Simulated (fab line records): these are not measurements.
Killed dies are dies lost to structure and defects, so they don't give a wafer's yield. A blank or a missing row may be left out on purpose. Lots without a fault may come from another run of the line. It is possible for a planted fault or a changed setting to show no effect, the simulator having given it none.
Problem report in the 8D (eight disciplines) form, filled by code / flow n5Finfet / the parts of the form that need people (team, actions taken, sign-off) are left out

1. WHAT IS WRONG
timeToEndpointS at N5_BEOL_M11_CMP_52 reads a mean of 39 s on 5 wafers of 3 lots; wafers without a fault read 66 s with a standard deviation of 3. That is -8.9 standard deviations from the usual mean.
The step: polishes, stops on SiCOH lowk, t overpolish 7 s, target thk 140 nm.
First seen on wafer L154.3, day 11 04:37, on cmp-01. The record holds 30 wafers of 11 lots with a number at this step. Rule for "out" (also "out of limits"): further than 4 standard deviations from the usual mean. The rest of the wafers with a number are treated as sound.

2. WHAT IT IS AND WHAT IT IS NOT
question=which readings at this step | is=timeToEndpointS | is not=motorCurrentA
question=which lots | is=L153, L154, L155 | is not=L146, L147, L162, L163, L165, L166, L167, L168
question=which wafers of those lots | is=L153.2, L153.3, L154.2, L154.3, L155.2 | is not=L155.1
question=read on which tools | is=cmp-01, cmp-03 | is not=cmp-02
question=when | is=from day 11 04:37 | is not=up to then (6 sound wafers); but 19 sound wafers of L155, L162, L163, L165, L166, L167, L168 came after

3. SUSPECTS, AND WHAT RULES EACH OUT
Counting: any tool at a process step up to the reading remains a suspect provided it ran every lot that is out. Sound lots after the first of them don't rule it out here, since some wafers of a struck lot are sound.
- ecdCu-02 at N5_BEOL_M11_ECD_50 (material Cu, target thk 318 nm): kept. Every lot that is out went through it, the first being L154 (day 11 04:09); the last sound lot it ran before that was L147 (day 10 09:35).
The count leaves ecdCu-02 at N5_BEOL_M11_ECD_50.

4. THE CAUSE (what the simulator had put in)
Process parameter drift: ecdCu-02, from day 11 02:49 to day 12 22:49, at N5_BEOL_M11_ECD_50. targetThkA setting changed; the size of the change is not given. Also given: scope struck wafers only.
The count eliminated every tool but this one.

5. SEQUENCE OF EFFECTS, ordered by route
Rows list readings where the struck wafers' mean (over those with a number) sits beyond 3 standard deviations from the usual. Readings are gone through only where the record gives a usual standard deviation; hours: the median, over the lots, of the time from a lot's start at the first step in this table giving one to that lot's start at this step; sigmas: the change measured in usual standard deviations.
hours=0; step=N5_BEOL_M11_CMP_52; reading=timeToEndpointS; usual=66 s; on struck wafers=39; change=-27; sigmas=-8.9
It contains these process steps:
- N5_BEOL_M11_CMP_52: polishes, stops on SiCOH lowk, t overpolish 7 s, target thk 140 nm.

6. WHAT WOULD HAVE CAUGHT IT SOONER
The fault began at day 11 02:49; the first out-of-limits reading in this record came at day 11 04:37, 2 hours later.
Lots out: 3; of these, L153, L155 started N5_BEOL_M11_ECD_50 on ecdCu-02 after day 11 04:37. A hold on the tool at that time would have spared those 2.
